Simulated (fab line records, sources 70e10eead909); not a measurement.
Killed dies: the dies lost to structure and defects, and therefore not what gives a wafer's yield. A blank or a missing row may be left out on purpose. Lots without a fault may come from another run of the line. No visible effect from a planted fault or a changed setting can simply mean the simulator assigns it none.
Matching of chambers ; flow nand_harc ; rie_diel-01 running NHARC_A_STAIRCASE_TRIM_187: 4 sister chambers
The step chemistry O2, time 211.2 s. 16 wafers are shown with their chamber, then 8 later ones without.

## WAFERS PAIRED WITH THEIR CHAMBERS
wafer;chamber;showerhead_plenum_p_Torr (Torr);drypump_motor_current_A (A);oes_product_au (a.u.)
L075.2;3;3.36;5.8;1.001
L075.4;1;3.68;5.6;1.007
L075.5;2;3.51;5.9;0.991
L079.1;2;3.50;5.9;0.993
L079.2;1;3.67;5.6;1.018
L079.4;3;3.35;5.8;1.003
L080.3;1;3.67;5.6;1.012
L080.5;0;3.57;5.7;1.000
L080.6;3;3.35;5.7;1.012
L083.1;1;3.66;5.6;1.008
L083.4;3;3.35;5.8;1.008
L083.5;0;3.57;5.7;1.008
L086.2;2;3.48;5.9;0.989
L086.4;0;3.56;5.7;1.001
L086.6;0;3.56;5.7;1.001
L091.4;2;3.48;5.9;0.985

SIGNATURES (averages over the wafers above)
reading;chamber 0;chamber 1;chamber 2;chamber 3;scatter within a chamber
showerhead_plenum_p_Torr;3.5650;3.6700;3.4925;3.3525;0.00935
drypump_motor_current_A;5.700;5.600;5.900;5.775;0.025
oes_product_au;1.00250;1.01125;0.98950;1.00600;0.00433
Rule: a wafer lies at a distance from a chamber equal to the root of the sum of squares, over the readings, of (its reading less the chamber's mean, divided by the reading's scatter). The wafer belongs to the nearest chamber; if the next one is less than 2 further off, it can't be placed. The scatter is the square root of a quotient: the sum, over the shown wafers, of each reading's squared deviation from its chamber's mean, divided by wafers minus chambers.

## WAFERS WITHOUT THEIR CHAMBER
wafer;showerhead_plenum_p_Torr (Torr);drypump_motor_current_A (A);oes_product_au (a.u.)
L091.5;3.55;5.7;1.012
L091.6;3.64;5.6;1.005
L093.1;3.55;5.7;1.016
L093.4;3.33;5.8;1.013
L093.6;3.33;5.8;1.023
L095.1;3.64;5.6;0.994
L095.3;3.32;5.8;1.006
L095.6;3.64;5.6;0.989

## WHICH CHAMBER EACH ONE RAN IN
wafer;from the rows above;in truth
L091.5;0;0
L091.6;1;1
L093.1;0;0
L093.4;3;3
L093.6;3;3
L095.1;1;1
L095.3;3;3
L095.6;1;1
Correct placement for 8 of the 8. Number that these rows cannot place: 0. Placed wrongly: 0.
